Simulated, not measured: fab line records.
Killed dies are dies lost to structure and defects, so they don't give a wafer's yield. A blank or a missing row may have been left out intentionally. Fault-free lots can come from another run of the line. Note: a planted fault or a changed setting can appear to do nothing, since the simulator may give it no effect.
fab line records    flow nand_harc
[record] lots = 12  wafers = 36  last_day = 25
route steps=1159 shown P_CONTACT@241 P_M0@261 END@1159
lots that met no fault: taken from a fault-free run of the same line
start_h: hours from the record's first day to the start of the lot's first wafer shown    wait_h: hours from the lot's prior step to this one    " same as the row above    L1.1+2: several wafers, shown together as one row    - either no value or no given start    * or withheld: withheld    < > ~ a bound
route shown NAME@n: names a module that has steps shown in the file, with the first one's number in the route    usual: average and standard deviation across the fault-free wafers    same: alike in all rows    chamber/n: place in a boat    sites: per-site readings    _std_site: standard deviation of those values    _edge_site: mean of outer sites minus mean of inner sites    radius_mm: how far each site lies from the wafer's centre    mask NAME#n: copy n    behind: the last tool/chamber to shape the wafer    hold: what put the lot on hold/how long, in hours/how the hold closed    device: which transistor (n, p or np) failed to switch    end of line: at the end of the route, the tests of the same wafers    step lacking rows: just its recipe    killed: count of dies lost to structure and defects at first sort (not the wafer's yield)    map: the dies of a wafer, with x for killed, . for not killed, _ for no die there
set.NAME: setting as actually run; set.NAME@STEP: the setting as run at that earlier step    model.NAME: the simulator's own value behind a step, which no gauge read
the route's steps for a sample of lots (tables are steps, rows are wafers)
services: the hour from which a tool's chamber was out of use, counted from the record's first day as start_h (under 0 if before that day), plus the number of hours and why
[[steps]]
[step NHARC_P_CONTACT_CD_MEAS_19]
[usual] cd_nm = 90.5/2.8
lot.wafer  tool       chamber  start_h  wait_h  cd_nm
L483.1     cd_sem-02  -        117.64   -       88.3
L483.2     "          -        "        "       86.0
L483.3     "          -        "        "       88.8
L484.2     cd_sem-02  -        118.32   -       88.3
L484.3     "          -        "        "       94.3
L484.4     "          -        "        "       85.4
L485.2     cd_sem-03  -        124.49   -       88.4
L485.5     "          -        "        "       90.7
L485.6     "          -        "        "       93.0
L486.1     cd_sem-02  -        127.52   -       93.8
L486.3     "          -        "        "       92.9
L486.4     "          -        "        "       89.5
L487.2     cd_sem-02  -        129.03   -       89.7
L487.5     "          -        "        "       89.6
L487.6     "          -        "        "       89.2
L490.1     cd_sem-01  -        152.86   -       93.0
L490.2     "          -        "        "       88.6
L490.5     "          -        "        "       88.0
L489.1     cd_sem-01  -        153.70   -       94.1
L489.5     "          -        "        "       95.6
L489.6     "          -        "        "       94.2
L492.1     cd_sem-03  -        163.34   -       89.7
L492.2     "          -        "        "       93.0
L492.5     "          -        "        "       92.7
L493.4     cd_sem-03  -        169.74   -       94.7
L493.5     "          -        "        "       93.2
L493.6     "          -        "        "       93.4
L497.1     cd_sem-02  -        192.27   -       89.3
L497.4     "          -        "        "       88.1
L497.5     "          -        "        "       86.7
L503.2     cd_sem-02  -        233.18   -       87.1
L503.4     "          -        "        "       94.3
L503.5     "          -        "        "       92.4
L506.3     cd_sem-03  -        249.84   -       93.0
L506.4     "          -        "        "       89.0
L506.6     "          -        "        "       90.9
[step NHARC_P_CONTACT_PVD_32]
[recipe] target_thk_a = 50  chamber_pressure_pa = 5  power_w = 5000  substrate_temp_c = 200  time_s = 17.7  material = Ti
[usual] throttle_valve_pct = 29.9/1.1
lot.wafer  tool            chamber  start_h  wait_h  throttle_valve_pct
L483.3     pvd_sputter-03  -        -        -       30.8
L483.1     "               -        "        "       30.2
L483.2     "               -        "        "       29.2
L484.2     pvd_sputter-01  -        -        -       30.4
L484.3     "               -        "        "       30.0
L484.4     "               -        "        "       31.3
L485.2     pvd_sputter-03  -        -        -       29.0
L485.6     "               -        "        "       30.2
L485.5     "               -        "        "       28.9
L486.3     pvd_sputter-02  -        -        -       31.0
L486.1     "               -        "        "       28.9
L486.4     "               -        "        "       29.1
L487.2     pvd_sputter-02  -        -        -       29.0
L487.6     "               -        "        "       28.9
L487.5     "               -        "        "       29.1
L490.2     pvd_sputter-02  -        -        -       31.0
L490.1     "               -        "        "       28.6
L490.5     "               -        "        "       29.0
L489.1     pvd_sputter-01  -        -        -       30.2
L489.6     "               -        "        "       30.2
L489.5     "               -        "        "       31.6
L492.2     pvd_sputter-03  -        -        -       29.1
L492.1     "               -        "        "       31.0
L492.5     "               -        "        "       30.0
L493.4     pvd_sputter-03  -        -        -       28.9
L493.6     "               -        "        "       29.1
L493.5     "               -        "        "       30.7
L497.1     pvd_sputter-01  -        -        -       28.6
L497.4     "               -        "        "       30.3
L497.5     "               -        "        "       28.2
L503.4     pvd_sputter-02  -        -        -       29.3
L503.2     "               -        "        "       28.7
L503.5     "               -        "        "       30.4
L506.4     pvd_sputter-03  -        -        -       29.8
L506.3     "               -        "        "       28.9
L506.6     "               -        "        "       31.0
[step NHARC_P_M0_PEB_07]
[recipe] peb_temp_c = 100  peb_time_s = 65
lot.wafer   tool            chamber  start_h  wait_h
L483.1+2+3  litho_track-01  0        126.52   0.1
L484.2+3+4  litho_track-04  0        127.20   0.1
L485.2+5+6  litho_track-04  0        133.31   0.1
L486.1+3+4  litho_track-06  0        134.70   0.1
L487.2+5+6  litho_track-06  0        134.86   0.1
L490.1+2+5  litho_track-01  0        159.91   0.1
L489.1+5+6  litho_track-04  0        160.38   0.1
L492.1+2+5  litho_track-04  0        169.07   0.1
L493.4+5+6  litho_track-06  0        172.89   0.0
L497.1+4+5  litho_track-06  0        197.33   0.1
L503.2+4+5  litho_track-04  0        236.33   0.1
L506.3+4+6  litho_track-06  0        252.92   0.0
[step NHARC_P_M0_CD_MEAS_09]
[recipe] target_cd_nm = 90  landing_energy_ev = 500
[usual] cd_nm = 90.2/0.71
lot.wafer  tool       chamber  start_h  wait_h  cd_nm
L483.1     cd_sem-01  0        126.60   -       89.2
L483.2     "          0        "        "       89.6
L483.3     "          0        "        "       89.5
L484.2     cd_sem-02  0        127.28   -       90.8
L484.3     "          0        "        "       89.8
L484.4     "          0        "        "       91.6
L485.2     cd_sem-03  0        133.39   -       90.7
L485.5     "          0        "        "       90.1
L485.6     "          0        "        "       90.0
L486.1     cd_sem-03  0        134.78   -       90.2
L486.3     "          0        "        "       91.3
L486.4     "          0        "        "       91.0
L487.2     cd_sem-02  0        134.94   -       90.6
L487.5     "          0        "        "       90.8
L487.6     "          0        "        "       90.4
L490.1     cd_sem-02  0        159.99   -       90.7
L490.2     "          0        "        "       90.4
L490.5     "          0        "        "       90.3
L489.1     cd_sem-02  0        160.46   -       95.4
L489.5     "          0        "        "       95.2
L489.6     "          0        "        "       96.2
L492.1     cd_sem-01  0        169.15   -       95.8
L492.2     "          0        "        "       96.8
L492.5     "          0        "        "       95.0
L493.4     cd_sem-01  0        172.97   -       91.4
L493.5     "          0        "        "       91.0
L493.6     "          0        "        "       90.3
L497.1     cd_sem-02  0        197.41   -       90.7
L497.4     "          0        "        "       90.4
L497.5     "          0        "        "       90.2
L503.2     cd_sem-01  0        236.41   -       89.8
L503.4     "          0        "        "       89.2
L503.5     "          0        "        "       89.2
L506.3     cd_sem-01  0        253.00   -       90.4
L506.4     "          0        "        "       90.5
L506.6     "          0        "        "       89.9
[step NHARC_P_M0_STRIP_18]
[recipe] power_w = 1000  n2_flow_sccm = 150  h2_flow_sccm = 150  ar_flow_sccm = 0  bias_w = 0  chemistry = N2/H2
[usual] drypump_motor_current_A = 5.69/0.22  mfc_ar_sccm = 0.007/0.011  oes_product_au = 0.992/0.0094  rf_vpp_V = 90.8/1  showerhead_plenum_p_Torr = 2.06/0.092  throttle_valve_pct = 14.171/0.0092
lot.wafer  tool         chamber  start_h  wait_h  drypump_motor_current_A  mfc_ar_sccm  oes_product_au  rf_hours_counter_h  rf_vpp_V  showerhead_plenum_p_Torr  throttle_valve_pct
L483.2     rie_diel-13  3        127.16   0.1     6.05                     0            0.995           0.6                 91.6      2.02                      14.172
L483.3     "            0        "        "       5.85                     0            0.990           0.8                 90.1      2.09                      14.176
L483.1     "            1        "        "       5.61                     0.007        1.001           0.8                 90.8      2.02                      14.171
L484.2     rie_diel-13  2        127.83   0.1     5.36                     0            0.999           0.6                 91.6      2.13                      14.180
L484.4     "            0        "        "       5.83                     0            0.981           0.8                 90.7      2.09                      14.180
L484.3     "            1        "        "       5.61                     0.007        0.999           0.8                 91.9      2.02                      14.161
L485.2     rie_diel-04  3        133.95   0.1     5.71                     0            0.974           1.3                 91.2      2.18                      14.166
L485.6     "            3        "        "       5.70                     0            0.991           -                   93.1      2.18                      14.179
L485.5     "            0        "        "       5.67                     0            0.987           -                   90.9      2.14                      14.174
L486.1     rie_diel-09  2        135.40   0.1     6.07                     0            1.006           3.4                 90.2      2.14                      14.168
L486.3     "            3        "        "       5.83                     0.029        1.002           3.5                 91.6      2.08                      14.178
L486.4     "            0        "        "       5.50                     0            0.996           3.5                 87.7      1.92                      14.171
L487.2     rie_diel-04  1        135.58   0.1     5.69                     0.027        0.976           1.6                 89.9      1.90                      14.178
L487.5     "            3        "        "       5.70                     0            0.988           -                   92.4      2.18                      14.159
L487.6     "            1        "        "       5.69                     0.027        0.972           -                   89.7      1.90                      14.179
L490.2     rie_diel-09  3        160.58   0.1     5.81                     0.029        0.990           5.6                 90.8      2.08                      14.169
L490.1     "            0        "        "       5.50                     0            0.995           5.2                 90.1      1.92                      14.159
L490.5     "            2        "        "       6.05                     0            0.996           -                   91.2      2.14                      14.176
L489.1     rie_diel-09  0        161.02   0.1     5.52                     0            0.994           5.2                 91.6      1.92                      14.178
L489.5     "            0        "        "       5.51                     0            0.985           -                   90.1      1.92                      14.181
L489.6     "            1        "        "       5.77                     0.008        1.000           -                   90.9      2.13                      14.151
L492.2     rie_diel-09  3        169.71   0.1     5.78                     0.029        0.989           5.9                 91.2      2.08                      14.162
L492.1     "            2        "        "       6.08                     0            0.993           6.3                 91.1      2.14                      14.173
L492.5     "            3        "        "       5.77                     0.029        0.989           -                   89.1      2.08                      14.186
L493.4     rie_diel-13  0        173.55   0.1     5.85                     0            0.991           3.6                 90.8      2.09                      14.169
L493.6     "            3        "        "       6.04                     0            1.004           -                   89.3      2.02                      14.188
L493.5     "            0        "        "       5.83                     0            0.985           -                   90.5      2.09                      14.162
L497.4     rie_diel-13  0        198.02   0.1     5.86                     0            0.996           4.6                 90.9      2.09                      14.173
L497.1     "            1        "        "       5.62                     0.007        0.998           5.1                 90.2      2.02                      14.179
L497.5     "            3        "        "       6.02                     0            0.998           -                   89.9      2.02                      14.170
L503.4     rie_diel-13  3        236.99   0.1     6.02                     0            0.993           6.9                 89.8      2.02                      14.179
L503.2     "            0        "        "       5.83                     0            0.983           7.7                 89.4      2.09                      14.172
L503.5     "            3        "        "       6.02                     0            1.004           -                   90.6      2.02                      14.183
L506.4     rie_diel-09  1        253.65   0.1     5.77                     0.008        1.010           11.6                89.4      2.13                      14.180
L506.3     "            2        "        "       6.06                     0            1.002           12.5                89.5      2.13                      14.171
L506.6     "            0        "        "       5.51                     0            1.005           -                   89.0      1.92                      14.180
[step NHARC_END_SORT_01]
[recipe] temp_c = 25
[usual] defect_limited_yield = 95.5/1.4  killed_at_array = 26/9.1  killed_at_other = 0.7/0.9  killed_at_periphery = 3.6/2.8  killed_dies = 30/9.2  killed_open = 3.0/1.9  killed_short = 2.0/1.4  sort_bin_2_pct = 1.4/0.6  sort_bin_3_pct = 0.23/0.17  sort_bin_4_pct = 2.8/0.92  sort_n_pass = 647/9.2  sort_rim_yield_pct = 95.9/2.1  sort_yield_pct = 95.5/1.4
[same] gross_dies = 677  sort_bin_5_pct[%] = 0  sort_bin_6_pct[%] = 0  sort_bin_7_pct[%] = 0  sort_bin_8_pct[%] = 0  sort_rim_n_gross = 106.00
lot.wafer  tool       chamber  start_h  wait_h  defect_limited_yield[%]  killed_at_array  killed_at_other  killed_at_periphery  killed_dies  killed_open  killed_short  sort_bin_2_pct[%]  sort_bin_3_pct[%]  sort_bin_4_pct[%]  sort_n_pass  sort_rim_yield_pct[%]  sort_yield_pct[%]
L483.1     prober-02  0        452.36   2.5     97.5                     15               0                2                    17           1            1             0.6                0                  1.9                660          98.1                   97.5
L483.2     prober-02  0        453.16   2.8     96.8                     17               0                5                    22           4            3             0.7                0                  2.5                655          95.3                   96.8
L483.3     prober-02  0        453.96   3.1     96.3                     22               0                3                    25           6            3             0.4                0.30               3.0                652          96.2                   96.3
L487.2     prober-01  0        453.11   2.8     95.7                     24               0                5                    29           6            4             1.5                0                  2.8                648          96.2                   95.7
L487.5     prober-01  0        455.51   3.7     95.7                     26               0                3                    29           2            1             1.6                0.30               2.4                648          95.3                   95.7
L487.6     prober-01  0        456.30   4.0     97.3                     17               0                1                    18           2            1             0.7                0.30               1.6                659          98.1                   97.3
L492.1     prober-02  0        489.53   2.5     96.9                     20               1                0                    21           0            0             1.9                0                  1.2                656          97.2                   96.9
L492.2     prober-02  0        490.33   2.8     96.6                     23               0                0                    23           2            2             1.5                0.30               1.6                654          99.1                   96.6
L492.5     prober-02  0        492.71   3.7     95.9                     24               1                3                    28           0            2             1.5                0.44               2.2                649          97.2                   95.9
// killed by level:class
L483.1 A_SLIT:chamber_film_flake=11 A_CHANNEL_HOLE_D1:chamber_film_flake=2 P_M0:geometric_particle:short=1 A_CONTACT:geometric_particle:open=1 P_GATE:chamber_film_flake=1 A_CONTACT:chamber_film_flake=1
L487.2 A_CHANNEL_HOLE_D1:chamber_film_flake=7 A_STAIRCASE:chamber_film_flake=5 P_M0:geometric_particle:open=2 A_ONON_D1:geometric_particle:open=2 P_BONDPAD:chamber_film_flake=2 A_SLIT:chamber_film_flake=2 A_SOURCE_PLATE:geometric_particle:short=1 A_CHANNEL_HOLE_D1:geometric_particle:open=1
L483.2 A_SLIT:chamber_film_flake=6 A_CONTACT:chamber_film_flake=3 P_CONTACT:geometric_particle:open=1 P_M0:geometric_particle:open=1 A_ONON_D1:geometric_particle:short=1 A_CHANNEL_FILL_D1:geometric_particle:short=1 A_WL_FILL:geometric_particle:short=1 A_WL_FILL:geometric_particle:open=1
L483.3 A_SLIT:chamber_film_flake=9 A_ONON_D1:geometric_particle:short=2 A_CHANNEL_HOLE_D1:chamber_film_flake=2 A_STAIRCASE:chamber_film_flake=2 A_CONTACT:chamber_film_flake=2 P_GATE:geometric_particle:open=1 P_CONTACT:geometric_particle:open=1 P_M0:geometric_particle:open=1
L487.5 A_CHANNEL_HOLE_D1:chamber_film_flake=14 A_STAIRCASE:chamber_film_flake=4 A_CONTACT:chamber_film_flake=3 A_CHANNEL_HOLE_D1:geometric_particle:open=1 A_WL_FILL:geometric_particle:short=1 A_CONTACT:geometric_particle:open=1 P_GATE:chamber_film_flake=1 P_CONTACT:chamber_film_flake=1
L487.6 A_CHANNEL_HOLE_D1:chamber_film_flake=10 A_CONTACT:chamber_film_flake=3 A_CHANNEL_FILL_D1:geometric_particle:open=1 A_SGD_CUT:geometric_particle:short=1 A_SGD_CUT:geometric_particle:open=1 P_BONDPAD:chamber_film_flake=1 A_STAIRCASE:chamber_film_flake=1
L492.1 A_CHANNEL_HOLE_D1:chamber_film_flake=12 A_STAIRCASE:chamber_film_flake=6 A_CONTACT:chamber_film_flake=2 THIN_TSV:chamber_film_flake=1
L492.2 A_CHANNEL_HOLE_D1:chamber_film_flake=13 A_STAIRCASE:chamber_film_flake=3 A_CONTACT:chamber_film_flake=2 A_CHANNEL_FILL_D1:geometric_particle:open=1 A_WL_FILL:geometric_particle:short=1 A_CONTACT:geometric_particle:open=1 A_M0:geometric_particle:short=1 A_WL_FILL:chamber_film_flake=1
L492.5 A_CHANNEL_HOLE_D1:chamber_film_flake=15 A_STAIRCASE:chamber_film_flake=5 P_STI:chamber_film_flake=3 A_WL_FILL:geometric_particle:short=2 A_WL_FILL:chamber_film_flake=1 A_CONTACT:chamber_film_flake=1 THIN_TSV:chamber_film_flake=1
[[services]]
tool            chamber  start_h  hours  kind
rie_diel-13     -        99.00    9.0    pm
rie_diel-13     0        99.00    9.0    vent_cycle
rie_diel-13     1        99.00    9.0    vent_cycle
rie_diel-13     2        99.00    9.0    vent_cycle
rie_diel-13     3        99.00    9.0    vent_cycle
pvd_sputter-03  -        102.06   10.0   pm
rie_diel-04     -        111.90   9.0    pm
pvd_sputter-02  -        116.12   9.9    repair
litho_track-06  -        117.00   7.0    pm
pvd_sputter-01  -        119.64   9.8    repair
rie_diel-04     2        129.05   7.1    repair
rie_diel-04     -        138.29   0.2    repair
litho_track-04  -        141.00   7.0    pm
pvd_sputter-03  -        156.51   1.5    repair
pvd_sputter-01  -        158.00   10.0   pm
rie_diel-04     0        190.48   6.1    repair
rie_diel-04     3        203.45   3.0    repair
rie_diel-13     1        214.15   9.8    repair
rie_diel-13     3        215.28   4.5    repair
rie_diel-04     3        221.14   5.1    repair
pvd_sputter-02  -        223.47   10.0   pm
rie_diel-09     -        230.84   2.3    repair
pvd_sputter-02  -        245.36   13.1   repair
rie_diel-04     3        251.24   3.3    repair
[[key]]
[first_sign] step = NHARC_P_M0_CD_MEAS_09  reading = cd_nm  direction = up  sigmas = 7.8  usual = 90.2  struck = 95.7
effect none on later readings
met_at NHARC_P_M0_PEB_07
struck_lots L489,L492
not_acting_at NHARC_P_CONTACT_CD_MEAS_19,NHARC_P_CONTACT_PVD_32,NHARC_P_M0_STRIP_18
onset_between 133.31 160.38
[fault] kind = process_parameter_drift  tool = litho_track-04  chamber = -  onset_h = 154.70  steps = NHARC_P_M0_PEB_07  channel = peb_time_s  offset = *  shape = step  end_h = 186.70  acts_in = *  stated = *
